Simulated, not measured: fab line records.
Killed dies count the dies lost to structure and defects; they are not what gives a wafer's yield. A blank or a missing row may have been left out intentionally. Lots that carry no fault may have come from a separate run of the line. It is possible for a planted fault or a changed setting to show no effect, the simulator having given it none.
Matching of chambers | flow n5Finfet | N5_BEOL_M6_STRIP_36 on rieDiel-06: 4 sister chambers
The step strips in N2/H2. 4 wafers are shown with their chamber, then 7 later ones without.

EACH WAFER AND ITS CHAMBER
wafer  | chamber | throttleValvePct (%)
L867.3 | 0       | 23.6
L870.6 | 3       | 23.7
L871.2 | 1       | 24.3
L871.3 | 2       | 23.1

WAFERS WHOSE CHAMBER IS MISSING
wafer  | throttleValvePct (%)
L871.5 | 23.5
L874.1 | 24.2
L874.2 | 23.6
L874.3 | 23.1
L873.3 | 23.6
L873.4 | 24.3
L873.5 | 23.8

CHAMBER TAKEN BY EACH
wafer  | from the rows above     | in truth
L871.5 | can't be placed: 0 or 3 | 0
L874.1 | 1                       | 1
L874.2 | can't be placed: 0 or 3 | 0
L874.3 | 2                       | 2
L873.3 | can't be placed: 0 or 3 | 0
L873.4 | 1                       | 1
L873.5 | can't be placed: 3 or 0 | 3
Correctly placed: 3 of 7. Not placeable from these rows: 4 (in 4, the candidates include the true chamber). Wrongly placed: 0.
How it was worked out, from the rows above alone: a wafer's distance from a chamber is the root of the sum, over the readings, of the square of ((its reading less the chamber's mean) divided by the reading's scatter). The wafer belongs to the nearest chamber; if the next one is less than 2 further off, it can't be placed. Each chamber's mean is taken over the wafers shown for it. The scatter: root of mean squared gap, hidden wafer to nearest shown wafer, with one shown wafer a chamber.
